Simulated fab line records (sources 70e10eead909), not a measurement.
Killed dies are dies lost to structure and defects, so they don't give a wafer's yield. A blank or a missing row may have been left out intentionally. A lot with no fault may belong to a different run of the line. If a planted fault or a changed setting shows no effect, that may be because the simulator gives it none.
fab line records	flow nand_harc
record: lots: 24	wafers: 72	last_day: 25
route steps=1159 shown A_M0@1018 A_M1@1051 A_BONDPAD@1078
lots with no fault: from the same line, run without faults
start_h: start of the lot's first displayed wafer, in hours after the record's first day	wait_h: how many hours have passed since the lot's step before this one	" identical to the entry in the row above	L1.1+2: several wafers, shown together as one row	- no value, or no start given	* or withheld: withheld	< > ~ a bound
route shown NAME@n: names a module that has steps shown in the file, with the first one's number in the route	usual: mean/standard deviation taken from wafers without a fault	same: alike in all rows	chamber/n: place in a boat	sites: each site's reading	_std_site: their standard deviation	_edge_site: the outer-site mean with the inner-site mean subtracted	radius_mm: for every site, how far away it sits from the centre of the wafer	mask NAME#n: copy n	behind: the most recent tool/chamber to have shaped the wafer	hold: why the lot went on hold/how many hours it stayed there/how the hold came to an end	device: the transistor (n, p or np) that didn't switch	end of line: the same wafers' tests at the end of the route	a step with no rows: only its recipe	killed: dies lost to structure and defects at the first sort, not the wafer's yield	map: the dies of a wafer, with x for killed, . for not killed, _ for no die there
set.NAME: setting as actually run; set.NAME@STEP: the setting as run at that earlier step	model.NAME: the simulator's own value behind a step, which no gauge read
one table for each step of the route and one row for each wafer, over a sample of lots
services: a tool's chamber out of use, with start hour (start_h, from the record's first day; less than 0 if before it), hours out, and reason
== steps ==
step: NHARC_A_M0_ANNEAL_30
recipe: temp_c: 225	time_s: 90
usual: wafer_temp_C_max: 225.88/0.29
lot.wafer	tool	chamber	start_h	wait_h	wafer_temp_C_max
L074.1	rtp_anneal-02	0	412.94	-	225.85
L074.3	"	0	"	"	225.67
L074.4	"	0	"	"	226.07
L076.2	rtp_anneal-01	0	413.76	0.3	226.59
L076.3	"	0	"	"	226.14
L076.5	"	0	"	"	225.83
L075.1	rtp_anneal-01	0	414.01	0.5	225.95
L075.4	"	0	"	"	226.06
L075.5	"	0	"	"	226.20
L077.1	rtp_anneal-01	0	425.53	0.3	226.04
L077.2	"	0	"	"	226.04
L077.3	"	0	"	"	225.92
L079.1	rtp_anneal-02	0	426.31	0.3	225.64
L079.2	"	0	"	"	225.83
L079.3	"	0	"	"	225.48
L078.1	rtp_anneal-01	0	436.32	0.3	226.38
L078.5	"	0	"	"	225.66
L078.6	"	0	"	"	225.74
L082.1	rtp_anneal-02	0	443.92	0.6	225.48
L082.4	"	0	"	"	225.34
L082.6	"	0	"	"	225.65
L081.2	rtp_anneal-02	0	445.89	-	225.70
L081.5	"	0	"	"	225.48
L081.6	"	0	"	"	225.83
L080.3	rtp_anneal-02	0	449.14	-	225.86
L080.4	"	0	"	"	225.64
L080.6	"	0	"	"	225.56
L083.1	rtp_anneal-01	0	458.76	0.3	226.18
L083.3	"	0	"	"	226.07
L083.6	"	0	"	"	226.02
L084.2	rtp_anneal-02	0	463.66	-	225.56
L084.3	"	0	"	"	225.71
L084.4	"	0	"	"	225.53
L088.2	rtp_anneal-02	0	466.42	0.3	225.91
L088.4	"	0	"	"	225.94
L088.5	"	0	"	"	225.90
L087.2	rtp_anneal-02	0	467.25	-	225.53
L087.4	"	0	"	"	225.42
L087.5	"	0	"	"	226.04
L086.3	rtp_anneal-01	0	471.05	0.3	226.49
L086.4	"	0	"	"	226.12
L086.5	"	0	"	"	226.10
L085.3	rtp_anneal-02	0	480.30	-	226.02
L085.5	"	0	"	"	225.83
L085.6	"	0	"	"	225.58
L089.1	rtp_anneal-01	0	494.75	-	225.63
L089.5	"	0	"	"	225.98
L089.6	"	0	"	"	225.75
L091.2	rtp_anneal-02	0	499.86	-	225.59
L091.5	"	0	"	"	225.48
L091.6	"	0	"	"	225.71
L090.3	rtp_anneal-01	0	501.09	0.3	226.18
L090.4	"	0	"	"	225.91
L090.5	"	0	"	"	226.09
L092.1	rtp_anneal-02	0	501.21	0.3	225.60
L092.5	"	0	"	"	225.70
L092.6	"	0	"	"	225.69
L093.2	rtp_anneal-01	0	509.44	0.3	226.36
L093.3	"	0	"	"	226.65
L093.6	"	0	"	"	225.82
L094.1	rtp_anneal-01	0	510.48	-	226.11
L094.4	"	0	"	"	225.80
L094.6	"	0	"	"	226.16
L095.3	rtp_anneal-01	0	518.58	0.3	225.97
L095.5	"	0	"	"	226.19
L095.6	"	0	"	"	226.21
L096.1	rtp_anneal-01	0	518.79	0.4	226.07
L096.2	"	0	"	"	226.26
L096.4	"	0	"	"	226.29
L097.2	rtp_anneal-02	0	553.16	-	225.70
L097.3	"	0	"	"	225.76
L097.4	"	0	"	"	225.54
step: NHARC_A_M0_INSPECT_27
usual: raw_defect_count: 441/130
lot.wafer	tool	chamber	start_h	wait_h	raw_defect_count
L074.1	defect_inspect-01	-	413.75	0.0	555
L074.3	"	-	"	"	572
L074.4	"	-	"	"	600
L076.2	defect_inspect-02	-	414.52	0.0	933
L076.3	"	-	"	"	338
L076.5	"	-	"	"	368
L075.1	defect_inspect-02	-	414.82	0.0	997
L075.4	"	-	"	"	474
L075.5	"	-	"	"	573
L077.1	defect_inspect-01	-	426.34	0.0	323
L077.2	"	-	"	"	282
L077.3	"	-	"	"	373
L079.1	defect_inspect-02	-	427.13	0.0	417
L079.2	"	-	"	"	330
L079.3	"	-	"	"	351
L078.1	defect_inspect-02	-	437.46	0.0	519
L078.5	"	-	"	"	426
L078.6	"	-	"	"	450
L082.1	defect_inspect-01	-	444.74	0.0	490
L082.4	"	-	"	"	581
L082.6	"	-	"	"	468
L081.2	defect_inspect-01	-	446.67	0.0	522
L081.5	"	-	"	"	659
L081.6	"	-	"	"	477
L080.3	defect_inspect-01	-	449.86	0.0	307
L080.4	"	-	"	"	305
L080.6	"	-	"	"	318
L083.1	defect_inspect-02	-	459.57	0.0	374
L083.3	"	-	"	"	507
L083.6	"	-	"	"	366
L084.2	defect_inspect-01	-	464.43	0.0	300
L084.3	"	-	"	"	440
L084.4	"	-	"	"	426
L088.2	defect_inspect-01	-	467.19	0.0	461
L088.4	"	-	"	"	579
L088.5	"	-	"	"	581
L087.2	defect_inspect-02	-	468.02	0.0	491
L087.4	"	-	"	"	463
L087.5	"	-	"	"	496
L086.3	defect_inspect-02	-	471.75	0.0	244
L086.4	"	-	"	"	294
L086.5	"	-	"	"	247
L085.3	defect_inspect-02	-	481.02	0.0	340
L085.5	"	-	"	"	367
L085.6	"	-	"	"	475
L089.1	defect_inspect-02	-	495.57	0.0	700
L089.5	"	-	"	"	523
L089.6	"	-	"	"	356
L091.2	defect_inspect-02	-	500.62	0.0	456
L091.5	"	-	"	"	601
L091.6	"	-	"	"	589
L090.3	defect_inspect-02	-	501.81	0.0	270
L090.4	"	-	"	"	415
L090.5	"	-	"	"	283
L092.1	defect_inspect-02	-	502.02	0.0	319
L092.5	"	-	"	"	332
L092.6	"	-	"	"	292
L093.2	defect_inspect-01	-	510.21	0.0	405
L093.3	"	-	"	"	376
L093.6	"	-	"	"	480
L094.1	defect_inspect-02	-	511.30	0.0	427
L094.4	"	-	"	"	373
L094.6	"	-	"	"	393
L095.3	defect_inspect-02	-	519.30	0.0	375
L095.5	"	-	"	"	425
L095.6	"	-	"	"	499
L096.1	defect_inspect-01	-	519.61	0.0	403
L096.2	"	-	"	"	590
L096.4	"	-	"	"	376
L097.2	defect_inspect-02	-	553.93	0.0	310
L097.3	"	-	"	"	412
L097.4	"	-	"	"	373
step: NHARC_A_M1_ANNEAL_31
recipe: temp_c: 225	time_s: 90
usual: wafer_temp_C_max: 225.9/0.33
lot.wafer	tool	chamber	start_h	wait_h	wafer_temp_C_max
L074.1	rtp_anneal-02	0	416.98	0.3	225.8
L074.3	"	0	"	"	226.1
L074.4	"	0	"	"	225.7
L076.2	rtp_anneal-02	0	417.92	0.3	225.5
L076.3	"	0	"	"	225.8
L076.5	"	0	"	"	225.5
L075.1	rtp_anneal-02	0	418.20	0.3	225.6
L075.4	"	0	"	"	225.6
L075.5	"	0	"	"	225.4
L077.1	rtp_anneal-01	0	429.55	-	226.1
L077.2	"	0	"	"	226.1
L077.3	"	0	"	"	226.8
L079.1	rtp_anneal-01	0	430.38	0.3	226.3
L079.2	"	0	"	"	226.0
L079.3	"	0	"	"	225.9
L078.1	rtp_anneal-02	0	440.97	0.3	225.8
L078.5	"	0	"	"	225.6
L078.6	"	0	"	"	225.9
L082.1	rtp_anneal-01	0	448.16	-	226.1
L082.4	"	0	"	"	225.7
L082.6	"	0	"	"	225.8
L081.2	rtp_anneal-01	0	450.31	0.4	226.2
L081.5	"	0	"	"	226.2
L081.6	"	0	"	"	226.4
L080.3	rtp_anneal-02	0	454.01	0.3	225.3
L080.4	"	0	"	"	225.5
L080.6	"	0	"	"	225.4
L083.1	rtp_anneal-01	0	463.03	-	226.1
L083.3	"	0	"	"	226.1
L083.6	"	0	"	"	226.4
L084.2	rtp_anneal-01	0	468.02	-	226.1
L084.3	"	0	"	"	225.8
L084.4	"	0	"	"	225.7
L088.2	rtp_anneal-02	0	470.67	-	226.0
L088.4	"	0	"	"	225.6
L088.5	"	0	"	"	225.5
L087.2	rtp_anneal-02	0	471.48	-	225.7
L087.4	"	0	"	"	225.6
L087.5	"	0	"	"	225.9
L086.3	rtp_anneal-02	0	475.27	-	225.9
L086.4	"	0	"	"	225.6
L086.5	"	0	"	"	225.8
L085.3	rtp_anneal-01	0	484.59	-	225.8
L085.5	"	0	"	"	226.1
L085.6	"	0	"	"	226.1
L089.1	rtp_anneal-02	0	499.09	0.3	225.5
L089.5	"	0	"	"	225.8
L089.6	"	0	"	"	225.7
L091.2	rtp_anneal-01	0	504.09	0.3	226.4
L091.5	"	0	"	"	226.3
L091.6	"	0	"	"	226.5
L090.3	rtp_anneal-02	0	505.31	0.3	225.3
L090.4	"	0	"	"	225.8
L090.5	"	0	"	"	225.6
L092.1	rtp_anneal-01	0	505.96	-	226.3
L092.5	"	0	"	"	226.4
L092.6	"	0	"	"	225.8
L093.2	rtp_anneal-01	0	513.62	0.4	226.6
L093.3	"	0	"	"	225.5
L093.6	"	0	"	"	225.9
L094.1	rtp_anneal-01	0	514.53	-	226.2
L094.4	"	0	"	"	226.3
L094.6	"	0	"	"	226.0
L095.3	rtp_anneal-01	0	522.85	0.3	226.6
L095.5	"	0	"	"	226.6
L095.6	"	0	"	"	225.8
L096.1	rtp_anneal-02	0	522.99	0.3	225.6
L096.2	"	0	"	"	225.6
L096.4	"	0	"	"	225.6
L097.2	rtp_anneal-01	0	557.68	0.4	226.1
L097.3	"	0	"	"	226.1
L097.4	"	0	"	"	226.4
step: NHARC_A_M1_CMP_23
recipe: t_overpolish_s: 20	target_thk_nm: 154.34
usual: motor_current_A: 12.0/1.7	time_to_endpoint_s: 28.6/2.5
lot.wafer	tool	chamber	start_h	wait_h	motor_current_A	time_to_endpoint_s
L074.3	cmp-02	1	417.33	-	13.0	28.7
L074.1	"	2	"	"	12.1	26.9
L074.4	"	0	"	"	11.3	28.4
L076.2	cmp-03	2	418.21	-	11.7	24.6
L076.3	"	1	"	"	12.7	30.6
L076.5	"	3	"	"	10.8	31.2
L075.1	cmp-03	1	418.58	-	12.3	30.6
L075.4	"	2	"	"	11.0	30.8
L075.5	"	0	"	"	11.9	27.6
L077.2	cmp-02	3	430.21	-	16.6	33.0
L077.3	"	1	"	"	13.2	29.4
L077.1	"	2	"	"	11.5	30.1
L079.3	cmp-04	1	431.04	-	10.4	28.0
L079.2	"	2	"	"	10.7	27.4
L079.1	"	0	"	"	11.7	31.5
L078.1	cmp-03	1	441.39	-	11.8	30.6
L078.5	"	2	"	"	11.0	26.4
L078.6	"	3	"	"	11.3	29.6
L082.1	cmp-03	0	448.81	-	11.4	27.8
L082.4	"	2	"	"	11.5	23.0
L082.6	"	0	"	"	11.5	26.9
L081.2	cmp-04	1	450.91	-	10.5	28.3
L081.6	"	0	"	"	11.3	33.0
L081.5	"	1	"	"	10.1	29.9
L080.3	cmp-03	2	454.28	-	10.9	25.9
L080.4	"	3	"	"	11.5	32.9
L080.6	"	1	"	"	11.7	28.3
L083.3	cmp-02	2	463.41	-	12.2	27.5
L083.1	"	3	"	"	16.9	32.5
L083.6	"	1	"	"	13.2	26.3
L084.3	cmp-02	0	468.57	-	11.6	28.9
L084.2	"	1	"	"	12.3	24.7
L084.4	"	2	"	"	11.5	26.0
L088.4	cmp-04	3	470.99	-	10.4	27.1
L088.2	"	1	"	"	10.0	26.2
L088.5	"	3	"	"	10.0	29.1
L087.4	cmp-02	3	471.78	-	16.4	31.7
L087.2	"	1	"	"	13.3	26.2
L087.5	"	0	"	"	11.2	29.8
L086.4	cmp-02	1	475.51	-	13.2	27.2
L086.3	"	0	"	"	11.0	27.8
L086.5	"	2	"	"	11.7	26.0
L085.3	cmp-02	0	484.92	-	10.8	29.3
L085.6	"	1	"	"	12.9	26.7
L085.5	"	2	"	"	11.7	27.6
L089.1	cmp-02	1	499.46	-	13.3	26.1
L089.6	"	0	"	"	11.2	27.3
L089.5	"	1	"	"	13.5	25.8
L091.2	cmp-03	1	504.41	-	12.1	27.7
L091.5	"	1	"	"	12.2	28.8
L091.6	"	2	"	"	10.9	26.6
L090.3	cmp-04	3	505.61	-	10.7	28.1
L090.4	"	0	"	"	11.7	27.5
L090.5	"	2	"	"	10.7	28.5
L092.1	cmp-02	2	506.30	-	11.2	25.4
L092.6	"	2	"	"	12.1	23.6
L092.5	"	3	"	"	15.9	30.8
L093.2	cmp-02	2	513.92	-	12.1	27.3
L093.3	"	0	"	"	11.0	28.2
L093.6	"	3	"	"	16.6	30.5
L094.1	cmp-04	1	514.87	-	9.7	25.0
L094.4	"	0	"	"	12.6	31.8
L094.6	"	2	"	"	10.9	26.4
L095.3	cmp-04	2	523.15	-	11.5	30.7
L095.5	"	0	"	"	11.7	30.6
L095.6	"	1	"	"	10.9	27.9
L096.4	cmp-03	2	523.34	-	10.6	28.9
L096.2	"	3	"	"	11.3	28.3
L096.1	"	0	"	"	12.0	27.6
L097.2	cmp-04	2	558.01	-	10.2	30.1
L097.4	"	3	"	"	10.6	32.6
L097.3	"	0	"	"	11.3	36.0
step: NHARC_A_BONDPAD_CD_MEAS_13
usual: cd_nm: 498.7/1.9
lot.wafer	tool	chamber	start_h	wait_h	cd_nm
L074.1	cd_sem-02	-	420.27	-	497.3
L074.3	"	-	"	"	499.1
L074.4	"	-	"	"	498.2
L076.2	cd_sem-02	-	421.85	-	497.7
L076.3	"	-	"	"	498.6
L076.5	"	-	"	"	499.0
L075.1	cd_sem-01	-	421.99	-	498.7
L075.4	"	-	"	"	498.5
L075.5	"	-	"	"	499.9
L077.1	cd_sem-02	-	433.28	-	500.8
L077.2	"	-	"	"	499.9
L077.3	"	-	"	"	498.1
L079.1	cd_sem-01	-	434.10	-	495.8
L079.2	"	-	"	"	499.5
L079.3	"	-	"	"	498.3
L078.1	cd_sem-01	-	444.12	-	501.3
L078.5	"	-	"	"	496.2
L078.6	"	-	"	"	496.5
L082.1	cd_sem-02	-	451.66	-	499.3
L082.4	"	-	"	"	499.4
L082.6	"	-	"	"	500.8
L081.2	cd_sem-01	-	453.87	-	496.1
L081.5	"	-	"	"	497.7
L081.6	"	-	"	"	497.9
L080.3	cd_sem-01	-	457.18	-	497.9
L080.4	"	-	"	"	500.7
L080.6	"	-	"	"	499.3
L083.1	cd_sem-02	-	466.37	-	500.6
L083.3	"	-	"	"	500.2
L083.6	"	-	"	"	499.1
L084.2	cd_sem-02	-	471.42	-	495.7
L084.3	"	-	"	"	498.7
L084.4	"	-	"	"	495.7
L088.2	cd_sem-02	-	473.95	-	499.7
L088.4	"	-	"	"	500.8
L088.5	"	-	"	"	496.6
L087.2	cd_sem-01	-	475.07	-	501.0
L087.4	"	-	"	"	501.8
L087.5	"	-	"	"	502.5
L086.3	cd_sem-01	-	478.69	-	496.7
L086.4	"	-	"	"	498.6
L086.5	"	-	"	"	497.2
L085.3	cd_sem-02	-	487.80	-	497.3
L085.5	"	-	"	"	500.4
L085.6	"	-	"	"	499.9
L089.1	cd_sem-02	-	502.36	-	498.9
L089.5	"	-	"	"	499.2
L089.6	"	-	"	"	500.4
L091.2	cd_sem-03	-	507.33	-	494.6
L091.5	"	-	"	"	494.2
L091.6	"	-	"	"	499.1
L090.3	cd_sem-01	-	508.49	-	499.1
L090.4	"	-	"	"	500.1
L090.5	"	-	"	"	501.1
L092.1	cd_sem-03	-	509.37	-	496.0
L092.5	"	-	"	"	497.4
L092.6	"	-	"	"	493.1
L093.2	cd_sem-02	-	517.02	-	497.0
L093.3	"	-	"	"	499.6
L093.6	"	-	"	"	499.3
L094.1	cd_sem-01	-	517.95	-	498.5
L094.4	"	-	"	"	502.3
L094.6	"	-	"	"	498.9
L095.3	cd_sem-02	-	525.90	-	498.9
L095.5	"	-	"	"	498.7
L095.6	"	-	"	"	497.4
L096.1	cd_sem-03	-	526.58	-	500.3
L096.2	"	-	"	"	496.9
L096.4	"	-	"	"	500.9
L097.2	cd_sem-02	-	561.74	-	497.8
L097.3	"	-	"	"	496.1
L097.4	"	-	"	"	501.5
step: NHARC_A_BONDPAD_ANNEAL_28
recipe: temp_c: 225	time_s: 90
usual: wafer_temp_C_max: 225.8/0.33
lot.wafer	tool	chamber	start_h	wait_h	wafer_temp_C_max
L074.1	rtp_anneal-02	0	421.69	-	225.8
L074.3	"	0	"	"	225.8
L074.4	"	0	"	"	225.6
L076.2	rtp_anneal-01	0	423.26	0.4	226.4
L076.3	"	0	"	"	226.6
L076.5	"	0	"	"	226.7
L075.1	rtp_anneal-02	0	423.41	-	225.6
L075.4	"	0	"	"	225.5
L075.5	"	0	"	"	225.7
L077.1	rtp_anneal-02	0	434.70	0.3	225.7
L077.2	"	0	"	"	225.8
L077.3	"	0	"	"	225.8
L079.1	rtp_anneal-01	0	435.47	0.3	226.4
L079.2	"	0	"	"	226.1
L079.3	"	0	"	"	226.0
L078.1	rtp_anneal-01	0	445.54	0.3	226.0
L078.5	"	0	"	"	225.6
L078.6	"	0	"	"	225.7
L082.1	rtp_anneal-01	0	453.64	-	226.0
L082.4	"	0	"	"	225.9
L082.6	"	0	"	"	226.3
L081.2	rtp_anneal-02	0	455.28	-	225.6
L081.5	"	0	"	"	225.8
L081.6	"	0	"	"	225.6
L080.3	rtp_anneal-02	0	458.71	0.3	225.9
L080.4	"	0	"	"	226.0
L080.6	"	0	"	"	225.5
L083.1	rtp_anneal-02	0	468.00	-	225.7
L083.3	"	0	"	"	225.9
L083.6	"	0	"	"	225.5
L084.2	rtp_anneal-02	0	472.83	0.4	225.7
L084.3	"	0	"	"	225.6
L084.4	"	0	"	"	225.5
L088.2	rtp_anneal-01	0	475.75	-	225.9
L088.4	"	0	"	"	226.1
L088.5	"	0	"	"	225.9
L087.2	rtp_anneal-02	0	476.49	0.3	225.4
L087.4	"	0	"	"	225.5
L087.5	"	0	"	"	225.3
L086.3	rtp_anneal-01	0	480.18	-	226.0
L086.4	"	0	"	"	225.8
L086.5	"	0	"	"	226.4
L085.3	rtp_anneal-02	0	489.26	-	225.7
L085.5	"	0	"	"	225.5
L085.6	"	0	"	"	225.7
L089.1	rtp_anneal-02	0	503.72	-	225.8
L089.5	"	0	"	"	225.7
L089.6	"	0	"	"	225.6
L091.2	rtp_anneal-01	0	508.75	0.4	226.6
L091.5	"	0	"	"	226.5
L091.6	"	0	"	"	226.3
L090.3	rtp_anneal-01	0	509.96	-	226.3
L090.4	"	0	"	"	226.2
L090.5	"	0	"	"	226.0
L092.1	rtp_anneal-02	0	510.96	-	225.4
L092.5	"	0	"	"	225.6
L092.6	"	0	"	"	225.5
L093.2	rtp_anneal-02	0	518.44	-	225.8
L093.3	"	0	"	"	225.8
L093.6	"	0	"	"	226.1
L094.1	rtp_anneal-01	0	519.32	-	226.0
L094.4	"	0	"	"	226.0
L094.6	"	0	"	"	225.8
L095.3	rtp_anneal-02	0	527.50	0.3	226.0
L095.5	"	0	"	"	225.7
L095.6	"	0	"	"	225.6
L096.1	rtp_anneal-02	0	528.00	-	225.5
L096.2	"	0	"	"	225.3
L096.4	"	0	"	"	225.6
L097.2	rtp_anneal-02	0	563.18	-	225.4
L097.3	"	0	"	"	225.2
L097.4	"	0	"	"	225.3
== services ==
tool	chamber	start_h	hours	kind
cmp-02	-	398.80	0.3	repair
cmp-04	-	399.12	4.0	pm
cmp-04	-	403.12	-	consumable_replace:conditioner
cmp-04	-	403.12	-	consumable_replace:pad
cmp-02	-	408.65	0.8	repair
cmp-04	-	408.91	4.3	repair
cmp-02	-	422.52	4.0	pm
cmp-02	-	426.52	-	consumable_replace:conditioner
cmp-02	-	426.52	-	consumable_replace:pad
cmp-02	-	448.72	0.8	repair
cmp-03	-	450.11	4.0	pm
cmp-03	-	454.11	-	consumable_replace:conditioner
cmp-03	-	454.11	-	consumable_replace:pad
cmp-02	-	459.33	1.7	repair
cmp-02	-	489.81	2.4	repair
cmp-04	-	497.12	4.0	pm
cmp-04	-	501.12	-	consumable_replace:conditioner
cmp-02	-	520.52	4.0	pm
cmp-02	-	524.52	-	consumable_replace:conditioner
cmp-02	-	524.52	-	consumable_replace:pad
cmp-03	-	529.55	0.4	repair
cmp-04	-	531.16	1.9	repair
cmp-02	-	542.85	1.4	repair
cmp-03	-	548.13	4.0	pm
== key ==
fault none
